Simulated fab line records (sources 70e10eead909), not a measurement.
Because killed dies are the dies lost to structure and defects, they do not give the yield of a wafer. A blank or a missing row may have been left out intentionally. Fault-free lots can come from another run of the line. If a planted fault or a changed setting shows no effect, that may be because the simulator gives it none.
Chamber matching | flow nandHarc | 4 sister chambers for NHARC_A_SGD_CUT_ETCHBACK_24 on rieDiel-11
The step etches the open film in CH3F/O2, target depth 50 nm, time 92.857 s. 18 wafers are shown with their chamber, then 9 later ones without.

WAFERS WITH THEIR CHAMBER
wafer  | chamber | showerheadPlenumPTorr (Torr) | drypumpMotorCurrentA (A) | rfVppV (V)
L074.1 | 1       | 2.29                         | 6.0                      | 242.8
L074.4 | 0       | 2.33                         | 6.2                      | 242.7
L074.5 | 2       | 2.61                         | 5.2                      | 246.7
L075.2 | 1       | 2.29                         | 6.0                      | 242.4
L075.4 | 3       | 2.63                         | 5.0                      | 245.6
L075.6 | 2       | 2.61                         | 5.3                      | 246.6
L078.1 | 2       | 2.61                         | 5.2                      | 246.8
L078.2 | 3       | 2.63                         | 5.0                      | 246.3
L078.6 | 3       | 2.63                         | 5.0                      | 247.1
L081.2 | 2       | 2.61                         | 5.2                      | 245.8
L081.3 | 3       | 2.63                         | 5.0                      | 247.1
L081.5 | 2       | 2.61                         | 5.2                      | 248.0
L080.1 | 3       | 2.62                         | 5.0                      | 246.1
L080.2 | 1       | 2.29                         | 6.0                      | 242.2
L080.6 | 3       | 2.63                         | 5.0                      | 247.2
L079.2 | 1       | 2.29                         | 6.0                      | 243.5
L079.4 | 1       | 2.29                         | 6.0                      | 242.0
L079.6 | 0       | 2.32                         | 6.2                      | 242.2

SIGNATURES (averages over the wafers above)
reading               | chamber 0 | chamber 1 | chamber 2 | chamber 3 | scatter within a chamber
showerheadPlenumPTorr | 2.3250    | 2.2900    | 2.6100    | 2.6283    | 0.00309
drypumpMotorCurrentA  | 6.200     | 6.000     | 5.220     | 5.000     | 0.0239
rfVppV                | 242.450   | 242.580   | 246.780   | 246.567   | 0.666
Rule: a wafer lies at a distance from a chamber equal to the root of the sum of squares, over the readings, of (its reading less the chamber's mean, divided by the reading's scatter). If the next closest chamber is less than 2 further off than the closest, the wafer can't be placed; otherwise it belongs to the closest. How the scatter is found: for the shown wafers, subtract from each reading the mean of its chamber, square and add these, divide the total by (wafers less chambers), then take the root.

WAFERS WHOSE CHAMBER IS MISSING
wafer  | showerheadPlenumPTorr (Torr) | drypumpMotorCurrentA (A) | rfVppV (V)
L087.4 | 2.62                         | 5.0                      | 245.5
L087.5 | 2.29                         | 6.0                      | 242.3
L087.6 | 2.61                         | 5.3                      | 246.2
L091.3 | 2.32                         | 6.2                      | 241.0
L091.5 | 2.29                         | 6.0                      | 241.4
L091.6 | 2.32                         | 6.2                      | 243.8
L094.1 | 2.32                         | 6.2                      | 242.2
L094.2 | 2.62                         | 5.0                      | 247.1
L094.5 | 2.62                         | 5.0                      | 247.2

CHAMBER TAKEN BY EACH
wafer  | from the rows above | in truth
L087.4 | 3                   | 3
L087.5 | 1                   | 1
L087.6 | 2                   | 2
L091.3 | 0                   | 0
L091.5 | 1                   | 1
L091.6 | 0                   | 0
L094.1 | 0                   | 0
L094.2 | 3                   | 3
L094.5 | 3                   | 3
Correct placement for 9 of the 9. Can't be placed from these rows: 0. Placed wrongly: 0.
